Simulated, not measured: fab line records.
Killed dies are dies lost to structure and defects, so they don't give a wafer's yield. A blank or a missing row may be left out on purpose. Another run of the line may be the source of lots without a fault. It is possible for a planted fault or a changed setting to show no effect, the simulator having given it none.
A single fault, viewed from 2 desks || flow nand_harc || each desk has only its own numbers; what lay behind them comes last

FOR THE TOOL OWNER'S DESK: arfi_scanner-02
The tool's own readings at NHARC_A_CHANNEL_HOLE_D2_EXPOSE_07 (exposes mask HOLE D2, target cd 100 nm): means of the sampled wafers that have a number, for each lot that ran on this tool. Marked OUT: a lot whose mean sits more than 4 standard deviations from the usual mean, which makes it out of limits; the brackets give that distance.
Columns: A = exposure_dose_mJ_cm2 at NHARC_A_CHANNEL_HOLE_D2_EXPOSE_07, usual 59.60
{"lot": "L245", "first seen here": "day 16 12:54", "A": "84.32 (+99 or more) OUT"}
{"lot": "L247", "first seen here": "day 17 04:09", "A": "79.33 (+99 or more) OUT"}
{"lot": "L248", "first seen here": "day 17 13:38", "A": "78.24 (+99 or more) OUT"}
{"lot": "L250", "first seen here": "day 18 03:15", "A": "78.33 (+99 or more) OUT"}
Finding of this desk: L245, L247, L248, L250 out of limits; the first was L245 at day 16 12:54, on exposure_dose_mJ_cm2 at NHARC_A_CHANNEL_HOLE_D2_EXPOSE_07. In limits: none.

METROLOGY DESK
What the gauges read for every lot (on any tool): the sampled wafers with a number, averaged. Marked OUT: a lot whose mean sits more than 4 standard deviations from the usual mean, which makes it out of limits; the brackets give that distance.
Columns: A = cd_nm at NHARC_A_CHANNEL_HOLE_D1_CD_MEAS_30, usual 90.2 nm; B = cd_nm at NHARC_A_CHANNEL_HOLE_D2_CD_MEAS_10, usual 100.1 nm; C = cd_nm at NHARC_A_CHANNEL_HOLE_D2_CD_MEAS_31, usual 89.8 nm
{"lot": "L239", "first seen here": "day 8 23:34", "A": 89.5, "B": 100.0, "C": 88.7}
{"lot": "L238", "first seen here": "day 9 11:21", "A": 90.6, "B": 99.9, "C": 88.9}
{"lot": "L240", "first seen here": "day 9 23:31", "A": 90.4, "B": 100.0, "C": 90.4}
{"lot": "L241", "first seen here": "day 9 23:58", "A": 89.3, "B": 100.0, "C": 89.6}
{"lot": "L245", "first seen here": "day 12 03:23", "A": 90.2, "B": "116.5 (+41) OUT", "C": "105.7 (+16) OUT"}
{"lot": "L246", "first seen here": "day 12 06:31", "A": 91.4, "B": 100.3, "C": 90.7}
{"lot": "L247", "first seen here": "day 12 16:21", "A": 90.1, "B": "113.9 (+34) OUT", "C": "103.5 (+14) OUT"}
{"lot": "L248", "first seen here": "day 13 04:25", "A": 88.7, "B": "112.9 (+32) OUT", "C": "101.2 (+11) OUT"}
{"lot": "L250", "first seen here": "day 13 19:11", "A": 90.6, "B": "112.9 (+32) OUT", "C": "102.4 (+13) OUT"}
{"lot": "L252", "first seen here": "day 14 21:02", "A": 90.0, "B": 99.8, "C": 89.8}
{"lot": "L255", "first seen here": "day 16 02:54", "A": 90.0, "B": 100.1, "C": 89.3}
{"lot": "L257", "first seen here": "day 16 23:53", "A": 89.5, "B": 100.0, "C": 89.3}
{"lot": "L258", "first seen here": "day 17 07:32", "A": 90.4, "B": 99.9, "C": 89.4}
{"lot": "L259", "first seen here": "day 17 15:54", "A": 89.9, "B": 100.1, "C": 90.2}
{"lot": "L260", "first seen here": "day 17 21:04", "A": 89.9, "B": 100.2, "C": 89.0}
{"lot": "L261", "first seen here": "day 18 16:10", "A": 89.0, "B": 100.1, "C": 90.9}
Finding of this desk: L245, L247, L248, L250 out of limits; the first was L245 at day 16 13:02, on cd_nm at NHARC_A_CHANNEL_HOLE_D2_CD_MEAS_10. L239, L238, L240, L241, L246, L252, L255, L257, L258, L259, L260, L261: within limits.

BROUGHT TOGETHER
At day 16 12:54, on L245, L247, L248, L250, the tool owner's desk was in a position to raise an alarm.
An alarm was possible from the metrology desk at day 16 13:02, on L245, L247, L248, L250.
Of the lots named, all ran NHARC_A_CHANNEL_HOLE_D2_EXPOSE_07 on arfi_scanner-02.

WHAT THE SIMULATOR PUT IN
Drift in process parameters on arfi_scanner-02 at NHARC_A_CHANNEL_HOLE_D2_EXPOSE_07, starting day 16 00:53. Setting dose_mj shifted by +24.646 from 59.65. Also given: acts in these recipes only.
Struck lots among those shown: L245, L247, L248, L250.
Hours from the fault's start to each desk's first reading out of limits: the tool owner's desk, 12; the metrology desk, 12.
